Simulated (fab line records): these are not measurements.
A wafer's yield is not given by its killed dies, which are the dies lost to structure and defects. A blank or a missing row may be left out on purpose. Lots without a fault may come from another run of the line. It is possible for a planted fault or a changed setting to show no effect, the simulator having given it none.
One fault seen from 2 desks	flow n5-finfet	numbers are kept per desk, each desk with only its own; the story behind them comes last

## FOR THE TOOL OWNER'S DESK: rie-diel-05
The tool's own readings at N5_BEOL_M0_ETCH_138 (etches SiCN in CH3F/O2, target depth 12 nm, time 31.6 s): means of the sampled wafers that have a number, for each lot that ran on this tool. A lot is out of limits, marked OUT, if its mean lies more than 4 standard deviations from the usual mean; the brackets give that distance.
Columns: A = drypump-motor-current-A at N5_BEOL_M0_ETCH_138, usual 5.6 A; B = etch-rf-on-time-s at N5_BEOL_M0_ETCH_138, usual 29.1 s; C = oes-product-au at N5_BEOL_M0_ETCH_138, usual 0.69 a.u.; D = rf-fwd-power-W at N5_BEOL_M0_ETCH_138, usual 386.5 W; E = rf-vpp-V at N5_BEOL_M0_ETCH_138, usual 297.4 V; F = showerhead-plenum-p-Torr at N5_BEOL_M0_ETCH_138, usual 2.01 Torr; G = throttle-valve-pct at N5_BEOL_M0_ETCH_138, usual 16.30 %
lot	first seen here	A	B	C	D	E	F	G
L519	day 6 21:56	5.8	28.1	0.78	387.0	297.4	1.98	16.12
L522	day 7 14:53	5.6	28.6	0.77	385.3	297.8	2.04	16.18
L531	day 9 19:28	5.7	27.2	0.77	465.8 (+44) OUT	282.5 (-8.7) OUT	1.97	16.19
This desk's finding: out of limits on L531; first on L531, day 9 19:28 (rf-fwd-power-W at N5_BEOL_M0_ETCH_138). Within limits: L519, L522.

## METROLOGY DESK
What the gauges read for every lot (on any tool): the sampled wafers with a number, averaged. A lot is out of limits, marked OUT, if its mean lies more than 4 standard deviations from the usual mean; the brackets give that distance. 7 of its 10 readings are shown, namely those furthest out on some lot.
Columns: A = DIBL_N at N5_BEOL_M4_RC_MEAS_101, usual 35.7 mV/V; B = IOFF_N at N5_BEOL_M4_RC_MEAS_101, usual 0.152 nA/um; C = IOFF_P at N5_BEOL_M4_RC_MEAS_101, usual 0.20 nA/um; D = ION_N at N5_BEOL_M4_RC_MEAS_101, usual 672 uA/um; E = SS_N at N5_BEOL_M4_RC_MEAS_101, usual 71.4 mV/dec; F = VT_N at N5_BEOL_M4_RC_MEAS_101, usual 251 mV; G = VT_P at N5_BEOL_M4_RC_MEAS_101, usual -251 mV
lot	first seen here	A	B	C	D	E	F	G
L516	day 7 23:58	34.5	0.124	0.17	663	70.7	254	-252
L517	day 8 11:07	36.0	0.167	0.24	673	71.7	250	-247
L519	day 8 23:14	36.3	0.179	0.19	679	71.6	250	-254
L522	day 9 17:50	35.8	0.157	0.20	677	71.7	248	-250
L524	day 10 03:15	37.2	0.152	0.20	672	71.9	251	-249
L526	day 10 20:56	36.9	0.182	0.22	683	70.7	244	-247
L531	day 11 21:49	34.6	0.120	0.17	656	70.9	255	-251
L537	day 13 20:10	35.3	0.132	0.18	668	71.3	252	-251
This desk found nothing out of limits on any of the 8 lots.

## ALL TOGETHER
The tool owner's desk could have raised an alarm at day 9 19:28, on L531.
At the metrology desk, nothing out of limits was observed.
The metrology desk holds a record of L531, inside its limits.
N5_BEOL_M0_ETCH_138 was run on rie-diel-05 by each of the lots named.

## WHAT THE SIMULATOR HAD PUT IN
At N5_BEOL_M0_ETCH_138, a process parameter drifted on rie-diel-05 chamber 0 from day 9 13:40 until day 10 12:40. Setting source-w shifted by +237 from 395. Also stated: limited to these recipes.
Lots struck among those shown: L531.
Each desk's first reading out of limits, in hours after the fault started: the tool owner's desk, 6.
